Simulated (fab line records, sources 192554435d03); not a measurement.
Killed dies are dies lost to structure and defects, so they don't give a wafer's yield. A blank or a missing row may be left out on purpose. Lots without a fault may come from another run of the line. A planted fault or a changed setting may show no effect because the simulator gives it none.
fab line records | flow n5_finfet | part 1 of 2: steps 1 to 22 of 28
record lots=5 wafers=15 last_day=18
route steps=1938 shown BEOL_M7@1275
lots that met no fault: from a run of the same line without faults
start_h: hours from the record's first day to the start of the lot's first wafer shown | wait_h: hours since the lot's step before | " the same as in the row above | L1.1+2: a row that stands for several wafers | - no value, or no start given | * or withheld: withheld | < > ~ a bound
route shown NAME@n: a module of which the file shows steps, and the number in the route of the first | usual: mean/standard deviation of fault-free wafers | same: alike in all rows | chamber/n: place in a boat | sites: the reading at each site | _std_site: their standard deviation | _edge_site: outer sites' mean less inner sites' | radius_mm: how far each site lies from the wafer's centre | mask NAME#n: copy n | behind: the tool/chamber that last shaped the wafer | hold: why the lot was held/for how many hours/how that ended | device: the transistor (n, p or np) that didn't switch | end of line: the same wafers' tests at the end of the route | a step without rows: its recipe alone | killed: dies lost to structure and defects at the first sort, not the wafer's yield | map: a wafer's dies, x killed, . not, _ none there
set.NAME: the setting as run; set.NAME@STEP: as run at that earlier step | model.NAME: the simulator's own value behind a step, which no gauge read
lots at some steps of the route; a table a step, a row a wafer
services: from which hour (start_h, from the record's first day; less than 0 if before it) a tool's chamber was out of use, for how many hours, and why
## steps
# step N5_BEOL_M7_DEVELOP_10
# recipe develop_time_s=30 developer=TMAH resist=CAR-ArF rinse_liquid=diw dry=air_spin dev_temp_c=23
# usual developer_temp_C=23.00/0.099
# columns lot.wafer tool chamber start_h wait_h developer_temp_C
L075.2 litho_track-03 0 - - 23.04
L075.5 " 0 " " 23.24
L075.6 " 0 " " 23.08
L086.2 litho_track-01 0 - - 23.04
L086.5 " 0 " " 23.15
L086.6 " 0 " " 23.06
L090.2 litho_track-01 0 - - 22.93
L090.4 " 0 " " 22.87
L090.6 " 0 " " 23.00
L096.2 litho_track-04 0 - - 23.07
L096.3 " 0 " " 22.79
L096.4 " 0 " " 23.06
L097.4 litho_track-04 0 - - 23.08
L097.5 " 0 " " 23.00
L097.6 " 0 " " 23.03
# step N5_BEOL_M7_CD_MEAS_11
# recipe target_cd_nm=38.5 landing_energy_ev=500 detector=se_inlens polarity=opening
# usual cd_nm=38.3/0.43
# columns lot.wafer tool chamber start_h wait_h cd_nm
L075.2 cd_sem-02 0 213.02 - 38.6
L075.5 " 0 " " 38.6
L075.6 " 0 " " 38.4
L086.2 cd_sem-02 0 278.11 - 37.7
L086.5 " 0 " " 37.9
L086.6 " 0 " " 37.7
L090.2 cd_sem-01 0 303.08 - 37.6
L090.4 " 0 " " 37.6
L090.6 " 0 " " 38.1
L096.2 cd_sem-03 0 339.39 - 37.8
L096.3 " 0 " " 38.9
L096.4 " 0 " " 38.7
L097.4 cd_sem-01 0 345.65 - 37.9
L097.5 " 0 " " 38.8
L097.6 " 0 " " 38.4
# step N5_BEOL_M7_OVL_MEAS_12
# recipe points_per_wafer=44
# usual M7_OVL=-0.5/0.67
# columns lot.wafer tool chamber start_h wait_h M7_OVL[nm]
L075.2 overlay-02 0 213.05 0.0 -1.3
L075.5 " 0 " " -0.2
L075.6 " 0 " " -1.4
L086.2 overlay-02 0 278.14 0.0 0.1
L086.5 " 0 " " -0.6
L086.6 " 0 " " 0.7
L090.2 overlay-02 0 303.11 0.0 -1.5
L090.4 " 0 " " -0.1
L090.6 " 0 " " -1.0
L096.2 overlay-01 0 339.42 0.0 -0.1
L096.3 " 0 " " -0.3
L096.4 " 0 " " -0.8
L097.4 overlay-01 0 345.68 0.0 -0.4
L097.5 " 0 " " -1.8
L097.6 " 0 " " -0.9
# step N5_BEOL_M7_INSPECT_13
# recipe mode=adi inspect_instrument=brightfield
# usual raw_defect_count=435/110
# columns lot.wafer tool chamber start_h wait_h raw_defect_count
L075.2 defect_inspect-01 - 213.07 0.0 537
L075.5 " - " " 429
L075.6 " - " " 516
L086.2 defect_inspect-01 - 278.16 0.0 311
L086.5 " - " " 313
L086.6 " - " " 401
L090.2 defect_inspect-02 - 303.13 0.0 709
L090.4 " - " " 371
L090.6 " - " " 671
L096.2 defect_inspect-01 - 339.44 0.0 402
L096.3 " - " " 362
L096.4 " - " " 462
L097.4 defect_inspect-02 - 345.70 0.0 492
L097.5 " - " " 518
L097.6 " - " " 536
# step N5_BEOL_M7_DESCUM_16
# recipe chemistry=O2 time_s=7.9 source_power_w=50 bias_power_w=20 pressure_mtorr=20 rf_frequency_hz=2.712e+07 temp_c=40 resist=CAR-ArF o2_flow_sccm=225
# usual bias_power_w=20.00/0.06 drypump_motor_current_A=5.6/0.39 oes_product_au=0.81/0.081 rf_vpp_V=243.6/1.1 showerhead_plenum_p_Torr=2.12/0.048 throttle_valve_pct=20.42/0.2
# columns lot.wafer tool chamber start_h wait_h bias_power_w drypump_motor_current_A oes_product_au rf_hours_counter_h rf_vpp_V showerhead_plenum_p_Torr throttle_valve_pct
L075.2 rie_diel-02 0 213.10 0.0 20.06 5.4 0.96 9 245.2 2.23 19.97
L075.5 " 0 " " 20.06 5.3 0.96 - 245.0 2.23 19.98
L075.6 " 3 " " 19.92 5.2 0.71 - 243.2 2.17 20.63
L086.2 rie_diel-05 3 278.37 0.2 20.00 5.6 0.87 47 243.5 2.05 20.39
L086.5 " 3 " " 19.93 5.6 0.86 - 243.3 2.05 20.37
L086.6 " 0 " " 20.02 6.2 0.71 - 242.3 2.15 20.64
L090.2 rie_diel-05 1 303.17 0.0 19.96 5.6 0.71 194 242.6 2.10 20.56
L090.4 " 3 " " 20.02 5.6 0.85 56 243.2 2.05 20.38
L090.6 " 2 " " 20.04 5.5 0.84 - 242.8 2.14 20.51
L096.2 rie_diel-04 0 339.48 0.0 19.98 5.9 0.73 184 243.1 2.11 20.48
L096.3 " 3 " " 20.11 5.7 0.81 85 242.6 2.09 20.41
L096.4 " 1 " " 20.00 5.4 0.85 56 242.2 2.02 20.18
L097.4 rie_diel-05 3 345.73 0.0 19.99 5.6 0.84 67 241.2 2.05 20.41
L097.5 " 3 " " 20.01 5.6 0.83 - 242.3 2.05 20.41
L097.6 " 0 " " 20.03 6.2 0.69 - 244.1 2.14 20.68
# step N5_BEOL_M7_ETCH_61
# recipe chemistry=CF4 target=SiARC target_depth_a=455 mask_material=CAR-ArF time_s=75.8 ion_energy_ev=80 pressure_mtorr=40 source_w=545 bias_w=36 Ar_flow_sccm=100 cf4_flow_sccm=100 ends=cleared
# usual drypump_motor_current_A=5.6/0.39 etch_rf_on_time_s=76.1/1.3 oes_product_au=0.69/0.066 rf_vpp_V=184.3/1.1 showerhead_plenum_p_Torr=2.16/0.05 throttle_valve_pct=15.58/0.22
# columns lot.wafer tool chamber start_h wait_h drypump_motor_current_A etch_rf_on_time_s oes_product_au rf_hours_counter_h rf_vpp_V showerhead_plenum_p_Torr throttle_valve_pct
L075.2 rie_diel-02 0 213.14 0.0 5.4 76.3 0.81 9 186.5 2.28 15.21
L075.5 " 0 " " 5.4 76.5 0.81 - 186.6 2.28 15.21
L075.6 " 3 " " 5.2 77.1 0.61 - 184.0 2.22 15.86
L086.2 rie_diel-05 3 278.41 0.0 5.6 76.3 0.74 47 183.3 2.10 15.45
L086.5 " 3 " " 5.6 75.3 0.74 - 184.0 2.10 15.45
L086.6 " 0 " " 6.2 77.2 0.61 - 185.7 2.20 15.92
L090.2 rie_diel-05 1 303.20 0.0 5.6 74.0 0.62 194 183.1 2.13 15.65
L090.4 " 3 " " 5.6 75.6 0.73 56 183.8 2.10 15.48
L090.6 " 2 " " 5.5 78.3 0.70 - 185.8 2.16 15.51
L096.2 rie_diel-04 0 339.51 0.0 5.9 75.1 0.63 184 182.9 2.12 15.52
L096.3 " 3 " " 5.7 77.2 0.68 85 184.3 2.18 15.78
L096.4 " 1 " " 5.4 75.9 0.72 56 183.4 2.07 15.35
L097.4 rie_diel-05 3 345.77 0.0 5.6 75.1 0.72 67 183.8 2.09 15.50
L097.5 " 3 " " 5.6 76.1 0.71 - 183.0 2.09 15.49
L097.6 " 0 " " 6.2 77.6 0.59 - 185.2 2.20 15.97
# step N5_BEOL_M7_ETCH_62
# recipe chemistry=N2/H2 target=SOC target_depth_a=1100 overetch_a=220 mask_material=SiARC temp_c=40 time_s=165 ion_energy_ev=200 pressure_mtorr=30 source_w=840 bias_w=150 n2_flow_sccm=200 h2_flow_sccm=200
# usual drypump_motor_current_A=5.6/0.39 oes_product_au=0.68/0.065 rf_vpp_V=524.6/1.9 showerhead_plenum_p_Torr=2.57/0.073 throttle_valve_pct=17.81/0.27
# columns lot.wafer tool chamber start_h wait_h drypump_motor_current_A oes_product_au rf_hours_counter_h rf_vpp_V showerhead_plenum_p_Torr throttle_valve_pct
L075.2 rie_diel-02 0 213.20 0.0 5.4 0.80 9 529.0 2.74 17.59
L075.5 " 0 " " 5.4 0.81 - 528.2 2.74 17.63
L075.6 " 3 " " 5.2 0.60 - 526.7 2.65 18.17
L086.2 rie_diel-05 3 278.46 0.0 5.6 0.73 47 520.9 2.46 17.43
L086.5 " 3 " " 5.6 0.73 - 519.9 2.46 17.41
L086.6 " 0 " " 6.2 0.61 - 527.0 2.63 18.23
L090.2 rie_diel-05 1 303.26 0.0 5.6 0.60 194 522.7 2.51 17.73
L090.4 " 3 " " 5.6 0.72 56 521.7 2.46 17.41
L090.6 " 2 " " 5.5 0.71 - 522.7 2.58 17.75
L096.2 rie_diel-04 0 339.57 0.0 5.9 0.61 184 524.7 2.52 17.68
L096.3 " 3 " " 5.7 0.69 85 525.5 2.59 18.06
L096.4 " 1 " " 5.3 0.72 56 522.6 2.47 17.75
L097.4 rie_diel-05 3 345.82 0.0 5.6 0.71 67 520.4 2.45 17.46
L097.5 " 3 " " 5.6 0.71 - 522.5 2.45 17.47
L097.6 " 0 " " 6.2 0.60 - 524.4 2.62 18.27
# step N5_BEOL_M7_STRIP_68
# recipe chemistry=N2/H2 temp_c=40 n2_flow_sccm=200 h2_flow_sccm=200 rf_frequency_hz=6e+07
# columns lot.wafer tool chamber start_h wait_h
L075.2+5+6 rie_diel-02 0,0,3 213.33 0.1
L086.2+5+6 rie_diel-05 3,3,0 278.60 0.1
L090.2+4+6 rie_diel-05 1,3,2 303.39 0.1
L096.2+3+4 rie_diel-04 0,3,1 339.70 0.1
L097.4+5+6 rie_diel-05 3,3,0 345.96 0.1
# step N5_BEOL_M7_STRIP_67
# recipe chemistry=CF4 resist=SiARC power_w=300 bias_power_w=75 pressure_mtorr=50 cf4_flow_sccm=150 rf_frequency_hz=6e+07
# usual bias_power_w=75.01/0.22 drypump_motor_current_A=5.6/0.39 oes_product_au=0.81/0.076 rf_vpp_V=271.4/1.3 showerhead_plenum_p_Torr=1.81/0.043 throttle_valve_pct=13.55/0.22
# columns lot.wafer tool chamber start_h wait_h bias_power_w drypump_motor_current_A oes_product_au rf_hours_counter_h rf_vpp_V showerhead_plenum_p_Torr throttle_valve_pct
L075.2 rie_diel-02 0 213.34 0.0 74.70 5.4 0.94 9 273.4 1.91 13.18
L075.5 " 0 " " 74.36 5.4 0.94 - 274.7 1.91 13.17
L075.6 " 3 " " 75.11 5.2 0.72 - 272.5 1.85 13.81
L086.2 rie_diel-05 3 278.61 0.0 75.12 5.6 0.86 47 270.8 1.75 13.37
L086.5 " 3 " " 75.13 5.6 0.86 - 269.5 1.75 13.35
L086.6 " 0 " " 75.01 6.2 0.72 - 270.2 1.84 13.90
L090.2 rie_diel-05 1 303.40 0.0 75.41 5.6 0.71 194 270.7 1.78 13.61
L090.4 " 3 " " 74.97 5.6 0.86 56 271.3 1.75 13.39
L090.6 " 2 " " 75.25 5.5 0.84 - 271.3 1.82 13.52
L096.2 rie_diel-04 0 339.71 0.0 75.17 5.9 0.73 184 269.8 1.77 13.48
L096.3 " 3 " " 74.93 5.7 0.81 85 271.6 1.82 13.73
L096.4 " 1 " " 74.86 5.3 0.84 56 269.3 1.74 13.32
L097.4 rie_diel-05 3 345.97 0.0 74.79 5.6 0.84 67 269.5 1.75 13.39
L097.5 " 3 " " 74.67 5.6 0.84 - 269.5 1.75 13.41
L097.6 " 0 " " 75.05 6.2 0.70 - 272.8 1.83 13.95
# step N5_BEOL_M7_HM_OPEN_17
# recipe chemistry=Cl2/BCl3 target_depth_a=200 overetch_a=60 target=TiN mask_material=SOC ion_energy_ev=150 pressure_mtorr=10 icp_w=1000 bias_w=126 Cl2_flow_sccm=53.25 bcl3_flow_sccm=21.75 Ar_flow_sccm=25
# usual bcl3_flow_sccm=21.75/0.062 drypump_motor_current_A=5.8/0.39 oes_ar_750_au=0.74/0.077 oes_product_au=0.63/0.058 throttle_valve_pct=22.26/0.26
# columns lot.wafer tool chamber start_h wait_h bcl3_flow_sccm drypump_motor_current_A oes_ar_750_au oes_product_au rf_hours_counter_h throttle_valve_pct
L075.2 rie_metal-02 1 213.38 0.0 21.77 5.4 0.68 0.59 81 22.11
L075.5 " 1 " " 21.73 5.4 0.68 0.59 - 22.12
L075.6 " 0 " " 21.81 5.6 0.76 0.66 - 22.35
L086.2 rie_metal-03 0 278.65 0.0 21.75 6.6 0.81 0.71 32 22.18
L086.5 " 0 " " 21.71 6.7 0.81 0.70 - 22.16
L086.6 " 1 " " 21.72 5.9 0.77 0.66 - 22.10
L090.2 rie_metal-01 0 303.45 0.0 21.83 5.7 0.85 0.69 28 21.92
L090.4 " 1 " " 21.71 6.1 0.62 0.54 - 22.77
L090.6 " 0 " " 21.76 5.7 0.85 0.69 - 21.91
L096.2 rie_metal-02 1 339.76 0.0 21.79 5.4 0.66 0.57 92 22.13
L096.3 " 1 " " 21.74 5.3 0.66 0.57 - 22.14
L096.4 " 0 " " 21.84 5.6 0.73 0.63 - 22.37
L097.4 rie_metal-03 0 346.04 0.1 21.78 6.6 0.79 0.69 - 22.18
L097.5 " 1 " " 21.83 5.9 0.76 0.65 - 22.10
L097.6 " 0 " " 21.74 6.6 0.80 0.69 - 22.18
# step N5_BEOL_M7_STRIP_19
# recipe chemistry=O2 power_w=400 temp_c=40 pressure_mtorr=30 rf_frequency_hz=6e+07 bias_power_w=0 overash_fraction=0.2 o2_flow_sccm=225
# usual drypump_motor_current_A=5.5/0.39 oes_product_au=0.81/0.092 rf_vpp_V=3.7/0.61 showerhead_plenum_p_Torr=2.13/0.05 throttle_valve_pct=16.59/0.24
# same bias_power_w=0
# columns lot.wafer tool chamber start_h wait_h drypump_motor_current_A oes_product_au rf_hours_counter_h rf_vpp_V showerhead_plenum_p_Torr throttle_valve_pct
L075.2 rie_diel-02 1 213.49 0.1 4.9 1.00 1 3.7 2.13 16.27
L075.5 " 1 " " 4.9 0.99 - 3.8 2.13 16.23
L075.6 " 0 " " 5.4 0.96 - 3.1 2.23 16.23
L086.2 rie_diel-04 2 278.77 0.1 6.4 0.84 77 2.6 2.12 16.75
L086.5 " 1 " " 5.3 0.88 - 3.9 2.03 16.37
L086.6 " 2 " " 6.4 0.82 - 3.3 2.12 16.76
L090.2 rie_diel-04 0 303.56 0.1 5.9 0.75 173 4.0 2.11 16.71
L090.4 " 2 " " 6.4 0.81 86 3.3 2.12 16.76
L090.6 " 0 " " 5.9 0.73 - 4.1 2.11 16.70
L096.2 rie_diel-02 3 339.87 0.1 5.2 0.67 218 2.9 2.16 16.95
L096.3 " 0 " " 5.3 0.88 44 3.1 2.22 16.30
L096.4 " 2 " " 5.5 0.71 206 4.0 2.09 16.68
L097.4 rie_diel-04 2 346.12 0.1 6.4 0.80 98 3.3 2.12 16.77
L097.5 " 3 " " 5.7 0.80 - 4.3 2.10 16.67
L097.6 " 0 " " 5.9 0.74 - 3.3 2.11 16.73
# step N5_BEOL_M7_CD_MEAS_18
# recipe pitch_nm=80 target_cd_nm=40
# usual cd_nm=39.9/0.5
# columns lot.wafer tool chamber start_h wait_h cd_nm
L075.2 cd_sem-03 - 213.56 0.1 39.7
L075.5 " - " " 40.1
L075.6 " - " " 40.4
L086.2 cd_sem-03 - 278.84 0.1 39.1
L086.5 " - " " 39.1
L086.6 " - " " 39.3
L090.2 cd_sem-02 - 303.63 0.1 39.3
L090.4 " - " " 38.8
L090.6 " - " " 39.1
L096.2 cd_sem-01 - 339.94 0.1 39.7
L096.3 " - " " 40.1
L096.4 " - " " 40.0
L097.4 cd_sem-01 - 346.20 0.1 39.2
L097.5 " - " " 39.8
L097.6 " - " " 39.6
# step N5_BEOL_M7_COAT_63
# recipe resist=SOC temp_c=250 time_s=60 spin_rpm=1500 resist_thk_nm=60
# columns lot.wafer tool chamber start_h wait_h
L075.2+5+6 litho_track-04 0 215.20 1.6
L086.2+5+6 litho_track-03 0 278.87 0.0
L090.2+4+6 litho_track-03 0 303.66 0.0
L096.2+3+4 litho_track-01 0 340.48 0.5
L097.4+5+6 litho_track-03 0 346.53 0.3
# step N5_BEOL_M7_COAT_64
# recipe resist=SiARC temp_c=220 time_s=60 spin_rpm=1500 resist_thk_nm=12
# columns lot.wafer tool chamber start_h wait_h
L075.2+5+6 litho_track-04 0 - -
L086.2+5+6 litho_track-03 0 - -
L090.2+4+6 litho_track-03 0 - -
L096.2+3+4 litho_track-01 0 - -
L097.4+5+6 litho_track-03 0 - -
# step N5_BEOL_M7_COAT_71
# recipe resist=underlayer temp_c=205 time_s=60 spin_rpm=1500 resist_thk_nm=5
# columns lot.wafer tool chamber start_h wait_h
L075.2+5+6 litho_track-04 0 - -
L086.2+5+6 litho_track-03 0 - -
L090.2+4+6 litho_track-03 0 - -
L096.2+3+4 litho_track-01 0 - -
L097.4+5+6 litho_track-03 0 - -
# step N5_BEOL_M7_COAT_22
# recipe resist=CAR-EUV spin_rpm=1500 resist_thk_nm=30
# columns lot.wafer tool chamber start_h wait_h
L075.2+5+6 litho_track-04 0 - -
L086.2+5+6 litho_track-03 0 - -
L090.2+4+6 litho_track-03 0 - -
L096.2+3+4 litho_track-01 0 - -
L097.4+5+6 litho_track-03 0 - -
# step N5_BEOL_M7_EBR_24
# recipe solvent=PGMEA ebr_width_mm=1.5
# columns lot.wafer tool chamber start_h wait_h
L075.2+5+6 litho_track-04 0 - -
L086.2+5+6 litho_track-03 0 - -
L090.2+4+6 litho_track-03 0 - -
L096.2+3+4 litho_track-01 0 - -
L097.4+5+6 litho_track-03 0 - -
# step N5_BEOL_M7_SOFTBAKE_23
# recipe temp_c=110 time_s=60 resist=CAR-EUV
# columns lot.wafer tool chamber start_h wait_h
L075.2+5+6 litho_track-04 0 - -
L086.2+5+6 litho_track-03 0 - -
L090.2+4+6 litho_track-03 0 - -
L096.2+3+4 litho_track-01 0 - -
L097.4+5+6 litho_track-03 0 - -
# step N5_BEOL_M7_EXPOSE_25
# recipe mask_id=V6 na=0.33 source_shape=annular sigma_inner=0.4 sigma_outer=0.8 polarization=unpolarized target_cd_nm=40 dose_mj=42.5
# usual stage_msd_nm=0.923/0.015
# columns lot.wafer tool chamber start_h wait_h mask stage_msd_nm
L075.2 euv_scanner-01 0 216.32 - V6#0 0.925
L075.5 " 0 " " V6#0 0.931
L075.6 " 0 " " V6#0 0.934
L086.2 euv_scanner-01 0 279.02 - V6#0 0.930
L086.5 " 0 " " V6#0 0.929
L086.6 " 0 " " V6#0 0.928
L090.2 euv_scanner-01 0 303.94 - V6#0 0.932
L090.4 " 0 " " V6#0 0.933
L090.6 " 0 " " V6#0 0.936
L096.2 euv_scanner-01 0 340.62 - V6#0 0.938
L096.3 " 0 " " V6#0 0.938
L096.4 " 0 " " V6#0 0.937
L097.4 euv_scanner-01 0 346.78 - V6#0 0.939
L097.5 " 0 " " V6#0 0.936
L097.6 " 0 " " V6#0 0.938
# step N5_BEOL_M7_PEB_26
# recipe peb_temp_c=100 peb_time_s=60 resist=CAR-EUV
# columns lot.wafer tool chamber start_h wait_h
L075.2+5+6 litho_track-04 0 216.44 0.1
L086.2+5+6 litho_track-04 0 279.08 0.1
L090.2+4+6 litho_track-01 0 304.00 0.1
L096.2+3+4 litho_track-01 0 340.68 0.1
L097.4+5+6 litho_track-03 0 346.83 0.0
# step N5_BEOL_M7_DEVELOP_27
# recipe develop_time_s=30 developer=TMAH resist=CAR-EUV rinse_liquid=surfactant_rinse dry=air_spin dev_temp_c=23
# usual developer_temp_C=22.98/0.1
# columns lot.wafer tool chamber start_h wait_h developer_temp_C
L075.2 litho_track-04 0 - - 23.00
L075.5 " 0 " " 22.97
L075.6 " 0 " " 23.06
L086.2 litho_track-04 0 - - 23.01
L086.5 " 0 " " 23.03
L086.6 " 0 " " 22.98
L090.2 litho_track-01 0 - - 22.90
L090.4 " 0 " " 23.02
L090.6 " 0 " " 22.92
L096.2 litho_track-01 0 - - 22.98
L096.3 " 0 " " 22.97
L096.4 " 0 " " 22.86
L097.4 litho_track-03 0 - - 22.88
L097.5 " 0 " " 22.99
L097.6 " 0 " " 22.96
# step N5_BEOL_M7_CD_MEAS_28
# recipe target_cd_nm=40 landing_energy_ev=500 detector=se_inlens
# usual cd_nm=40.06/0.23
# columns lot.wafer tool chamber start_h wait_h cd_nm
L075.2 cd_sem-01 0 216.51 - 40.16
L075.5 " 0 " " 39.89
L075.6 " 0 " " 39.58
L086.2 cd_sem-01 0 279.14 - 39.72
L086.5 " 0 " " 39.96
L086.6 " 0 " " 39.96
L090.2 cd_sem-02 0 304.07 - 40.06
L090.4 " 0 " " 40.00
L090.6 " 0 " " 39.73
L096.2 cd_sem-02 0 340.75 - 40.26
L096.3 " 0 " " 40.34
L096.4 " 0 " " 40.62
L097.4 cd_sem-01 0 346.89 - 39.90
L097.5 " 0 " " 40.29
L097.6 " 0 " " 40.12
